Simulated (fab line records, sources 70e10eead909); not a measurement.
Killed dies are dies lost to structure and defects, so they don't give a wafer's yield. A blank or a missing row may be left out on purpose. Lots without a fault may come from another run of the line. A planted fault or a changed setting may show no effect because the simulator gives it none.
Chamber matching | flow nand_harc | NHARC_A_CONTACT_DEP_29 on pecvd-01: 3 sister chambers
The step deposits SiON, target thk 100 nm. 6 wafers are shown with their chamber, then 10 later ones without.

WAFERS WITH THEIR CHAMBER
wafer  | chamber | heater_power_w (W) | heater_power_outer_w (W)
L089.5 | 2       | 923                | 582
L088.3 | 2       | 946                | 584
L088.4 | 0       | 771                | 464
L088.5 | 1       | 774                | 489
L092.1 | 1       | 683                | 423
L092.4 | 0       | 756                | 444

WAFERS WITHOUT THEIR CHAMBER
wafer  | heater_power_w (W) | heater_power_outer_w (W)
L092.5 | 707                | 427
L091.2 | 697                | 419
L091.4 | 860                | 539
L091.5 | 658                | 407
L097.3 | 934                | 583
L097.4 | 847                | 514
L097.6 | 718                | 407
L096.1 | 854                | 522
L096.5 | 784                | 474
L096.6 | 896                | 581

WHICH CHAMBER EACH WENT THROUGH
wafer  | from the rows above          | in truth
L092.5 | can't be placed: 1 or 0      | 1
L091.2 | can't be placed: 1 or 0      | 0
L091.4 | can't be placed: 2 or 0      | 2
L091.5 | can't be placed: 1 or 0      | 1
L097.3 | 2                            | 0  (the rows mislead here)
L097.4 | can't be placed: 0 or 2 or 1 | 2
L097.6 | can't be placed: 1 or 0      | 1
L096.1 | can't be placed: 2 or 0 or 1 | 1
L096.5 | can't be placed: 0 or 1      | 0
L096.6 | 2                            | 2
Placed correctly: 1 of 10. Can't be placed from these rows: 8 (the true chamber is among the candidates in 8). Placed wrongly: 1.
How it was worked out, from the rows above alone: a wafer's distance from a chamber is the root of the sum, over the readings, of the square of ((its reading less the chamber's mean) divided by the reading's scatter). The wafer belongs to the nearest chamber; if the next one is less than 2 further off, it can't be placed. A chamber's mean is the mean of its shown wafers. The scatter: the root of (the sum of the squares of (reading less its chamber's mean) over the shown wafers, divided by (wafers less chambers)).
